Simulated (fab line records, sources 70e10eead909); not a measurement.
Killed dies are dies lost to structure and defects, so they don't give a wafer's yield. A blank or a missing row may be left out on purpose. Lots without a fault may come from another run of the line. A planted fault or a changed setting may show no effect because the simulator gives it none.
Chamber matching | flow nand_harc | NHARC_A_CONTACT_ALD_18 on ald_metal-03: 4 sister chambers
The step deposits TiN, target thk 3 nm, pulse time 1 s, ald cycles 150. 14 wafers are shown with their chamber, then 7 later ones without.

WAFERS WITH THEIR CHAMBER
wafer  | chamber | heater_power_w (W) | precursor_pulse_height_rel | susceptor_temp_C (C)
L077.1 | 0       | 1025               | 1.011                      | 450.55
L077.4 | 1       | 1056               | 0.991                      | 449.84
L077.6 | 1       | 1091               | 0.997                      | 449.85
L080.3 | 3       | 1077               | 1.033                      | 449.82
L080.4 | 1       | 1053               | 1.020                      | 450.02
L080.5 | 0       | 1041               | 0.988                      | 450.04
L084.1 | 3       | 1031               | 1.009                      | 450.02
L084.2 | 2       | 1312               | 1.015                      | 449.94
L084.3 | 1       | 1078               | 0.977                      | 450.00
L087.3 | 1       | 1089               | 1.029                      | 450.08
L087.4 | 2       | 1343               | 1.018                      | 450.17
L087.5 | 0       | 1028               | 0.994                      | 449.97
L086.1 | 3       | 1066               | 1.041                      | 450.02
L086.3 | 1       | 1087               | 1.009                      | 449.54

SIGNATURES (means of the wafers above)
reading                    | chamber 0 | chamber 1 | chamber 2 | chamber 3 | scatter within a chamber
heater_power_w             | 1031.33   | 1075.67   | 1327.50   | 1058.00   | 18
precursor_pulse_height_rel | 0.99767   | 1.00383   | 1.01650   | 1.02767   | 0.0164
susceptor_temp_C           | 450.1867  | 449.8883  | 450.0550  | 449.9533  | 0.211
Rule: a wafer's distance from a chamber is the root of the sum, over the readings, of the square of ((its reading less the chamber's mean) divided by the reading's scatter). The wafer belongs to the nearest chamber; if the next one is less than 2 further off, it can't be placed. The scatter: the root of (the sum of the squares of (reading less its chamber's mean) over the shown wafers, divided by (wafers less chambers)).

WAFERS WITHOUT THEIR CHAMBER
wafer  | heater_power_w (W) | precursor_pulse_height_rel | susceptor_temp_C (C)
L086.6 | 1044               | 0.999                      | 450.42
L093.3 | 1025               | 1.003                      | 450.23
L093.5 | 1088               | 1.022                      | 450.05
L093.6 | 1315               | 0.988                      | 449.73
L094.2 | 1348               | 1.043                      | 450.06
L094.3 | 1057               | 0.965                      | 450.01
L094.4 | 952                | 1.025                      | 450.04

WHICH CHAMBER EACH WENT THROUGH
wafer  | from the rows above          | in truth
L086.6 | can't be placed: 0 or 3 or 1 | 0
L093.3 | 0                            | 0
L093.5 | can't be placed: 1 or 3      | 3
L093.6 | 2                            | 2
L094.2 | 2                            | 2
L094.3 | can't be placed: 0 or 1 or 3 | 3
L094.4 | can't be placed: 0 or 3      | 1
Placed correctly: 3 of 7. Can't be placed from these rows: 4 (the true chamber is among the candidates in 3). Placed wrongly: 0.
